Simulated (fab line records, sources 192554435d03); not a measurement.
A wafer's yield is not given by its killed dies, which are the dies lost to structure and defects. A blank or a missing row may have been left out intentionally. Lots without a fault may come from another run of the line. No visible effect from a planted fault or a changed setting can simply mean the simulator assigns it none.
Chamber matching | flow n5 finfet | ald metal-04 running N5_BEOL_M1_ALD_84: 4 sister chambers
The step deposits TaN, pulse time 2 s, purge time 3 s, co reactant purge time 2 s. 14 wafers are shown with their chamber, then 7 later ones without.

## EACH WAFER AND ITS CHAMBER
wafer  | chamber | heater power w (W) | precursor vessel temp c (C) | susceptor temp C (C)
L077.1 | 1       | 455                | 74.86                       | 274.71
L077.5 | 3       | 424                | 75.02                       | 274.86
L077.6 | 2       | 359                | 74.87                       | 275.04
L080.1 | 2       | 369                | 75.15                       | 274.72
L080.3 | 0       | 389                | 74.92                       | 274.91
L080.5 | 3       | 416                | 75.18                       | 274.99
L085.1 | 1       | 445                | 75.02                       | 275.14
L085.4 | 0       | 368                | 75.14                       | 274.88
L085.6 | 3       | 420                | 74.87                       | 274.77
L089.1 | 0       | 376                | 74.92                       | 274.75
L089.2 | 1       | 453                | 75.02                       | 274.89
L089.4 | 2       | 368                | 75.00                       | 274.94
L090.1 | 0       | 373                | 75.12                       | 275.04
L090.2 | 3       | 409                | 74.92                       | 275.03

SIGNATURES (averages over the wafers above)
reading                 | chamber 0 | chamber 1 | chamber 2 | chamber 3 | scatter within a chamber
heater power w          | 376.50    | 451.00    | 365.33    | 417.25    | 6.93
precursor vessel temp c | 75.0250   | 74.9667   | 75.0067   | 74.9975   | 0.125
susceptor temp C        | 274.8950  | 274.9133  | 274.9000  | 274.9125  | 0.152
Rule: a wafer lies at a distance from a chamber equal to the root of the sum of squares, over the readings, of (its reading less the chamber's mean, divided by the reading's scatter). If the next closest chamber is less than 2 further off than the closest, the wafer can't be placed; otherwise it belongs to the closest. The scatter: the root of (the sum of the squares of (reading less its chamber's mean) over the shown wafers, divided by (wafers less chambers)).

## WAFERS MISSING THEIR CHAMBER
wafer  | heater power w (W) | precursor vessel temp c (C) | susceptor temp C (C)
L090.3 | 370                | 75.06                       | 275.03
L093.3 | 369                | 74.70                       | 275.42
L093.4 | 405                | 74.96                       | 274.91
L093.6 | 461                | 74.97                       | 275.25
L096.1 | 367                | 75.07                       | 274.71
L096.2 | 435                | 75.06                       | 275.12
L096.5 | 375                | 75.04                       | 274.78

## EACH ONE'S CHAMBER
wafer  | from the rows above     | in truth
L090.3 | can't be placed: 2 or 0 | 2
L093.3 | can't be placed: 2 or 0 | 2
L093.4 | 3                       | 3
L093.6 | 1                       | 1
L096.1 | can't be placed: 2 or 0 | 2
L096.2 | can't be placed: 1 or 3 | 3
L096.5 | can't be placed: 0 or 2 | 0
Correctly placed: 2 of 7. Cannot be placed on the basis of these rows: 5; the candidates contain the true chamber in 5. 0 placed wrongly.
